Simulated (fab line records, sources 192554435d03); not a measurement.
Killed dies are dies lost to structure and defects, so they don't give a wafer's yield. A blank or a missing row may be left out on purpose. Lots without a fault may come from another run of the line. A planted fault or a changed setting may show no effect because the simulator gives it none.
A struck lot beside a sound one | flow n5_finfet | 19 steps out of a route of 1938
Sound: wafers L660.2, L660.4, L660.5. Struck: wafers L650.2, L650.5, L650.6. The cause comes at the end.
At each step with rows: each side's tool, then ch and its chambers, then its first start. Under that, the readings that differ: sound wafers | struck wafers | difference of the means | sigmas: that difference in standard deviations of wafers without a fault.
alike: readings whose means differ by less than 2 such deviations, and words and numbers that are the same on both sides. not compared: withheld readings, readings that some wafer has no value for, bounds like >300 that may hide the same value, and numbers for which the record gives no deviation and whose values overlap.
The two part at a step that has a row with sigmas, a row that says differs or no value, or rows on one side only. Numbers that don't overlap but have no deviation are shown without sigmas and don't part them. A reading that every wafer of one side lacks parts them only if that side has two wafers or more.

first, 8 steps without rows for these wafers: N5_BEOL_M9_CMP_52 (polishes, stops on SiCOH lowk, t overpolish 7 s, target thk 140 nm); N5_BEOL_M9_PRE_CLEAN_55 (time 15 s); N5_BEOL_M9_DEP_56 (deposits SiCN from 3MS/NH3, target thk 15 nm, time 26.5 s); N5_BEOL_M10_ILD_DEP_00 (deposits SiCOH lowk from DEMS/porogen, target thk 308.51 nm, time 58 s); N5_BEOL_M10_CURE_71 (cures SiCOH lowk, time 240 s); N5_BEOL_M10_PECVD_70 (deposits SiO2 from TEOS/O2, target thk 20 nm, time 22.7 s); N5_BEOL_M10_HM_DEP_02 (deposits TiN, target thk 20 nm); N5_BEOL_M10_COAT_59 (time 60 s, resist thk 100 nm).
N5_BEOL_M10_COAT_60: time 60 s, resist thk 30 nm.
  sound on litho_track-03 ch 0, day 15 01:46; struck on litho_track-03 ch 0, day 12 01:25
  reading                                     | sound                | struck               | difference | sigmas
  spin_speed_rpm (rpm)                        | 1499.8 1500.0 1499.5 | 1237.5 1237.8 1236.8 | -262.4     | -99 or more
  model.SiARC_of_BEOL_M10_COAT_60.thk_nm (nm) | 30 30 30             | 33 33.2 33.2         | +3         |
then, 7 steps without rows for these wafers: N5_BEOL_M10_COAT_05 (resist thk 90 nm); N5_BEOL_M10_EBR_07; N5_BEOL_M10_SOFTBAKE_06 (time 60 s); N5_BEOL_M10_EXPOSE_08 (exposes mask M10); N5_BEOL_M10_PEB_09 (peb time 60 s); N5_BEOL_M10_DEVELOP_10 (develop time 30 s); N5_BEOL_M10_DESCUM_16 (chemistry O2, time 7.9 s).
N5_BEOL_M10_ETCH_61: etches SiARC in CF4, target depth 39 nm, time 65 s.
  sound on rie_diel-06 ch 1,2, day 15 02:29; struck on rie_diel-06 ch 0,3, day 12 01:54
  reading                                       | sound             | struck            | difference | sigmas
  etch_rf_on_time_s (s)                         | 63.9 65.3 63.5    | 71.6 72.7 71.9    | +7.8       | +8
  model.etch.depth_nm (nm)                      | 30.09 29.99 29.96 | 33.05 33.16 33.16 | +3.11      |
  model.CAR-ArF_of_BEOL_M10_COAT_05.thk_nm (nm) | 55.6 55.6 55.4    | 53 53 52.8        | -3         |
  alike: chamber_pressure_mTorr, drypump_motor_current_A, oes_product_au, rf_vpp_V, showerhead_plenum_p_Torr, throttle_valve_pct
  not compared: rf_hours_counter_h
N5_BEOL_M10_ETCH_62: etches SOC in N2/H2, target depth 110 nm, overetch 22 nm, time 165 s.
  sound on rie_diel-06 ch 1,2, day 15 02:32; struck on rie_diel-06 ch 0,3, day 12 01:57
  reading                                     | sound          | struck         | difference | sigmas
  model.SiARC_of_BEOL_M10_COAT_60.thk_nm (nm) | 23.4 23.6 23.2 | 26.6 26.8 26.6 | +3.3       |
  alike: chamber_pressure_mTorr, drypump_motor_current_A, oes_product_au, rf_vpp_V, showerhead_plenum_p_Torr, throttle_valve_pct
  not compared: rf_hours_counter_h
then, 1 step without rows for these wafers: N5_BEOL_M10_STRIP_68 (strips in N2/H2).

WHERE THEY PART
First at N5_BEOL_M10_COAT_60; last, within this record, at N5_BEOL_M10_ETCH_61. Later steps at which nothing parts them and some readings are alike: N5_BEOL_M10_ETCH_62.

WHY: what the simulator had put in
Process parameter drift: litho_track-03, from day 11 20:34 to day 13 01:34, at N5_BEOL_M10_COAT_60. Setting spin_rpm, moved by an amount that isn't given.
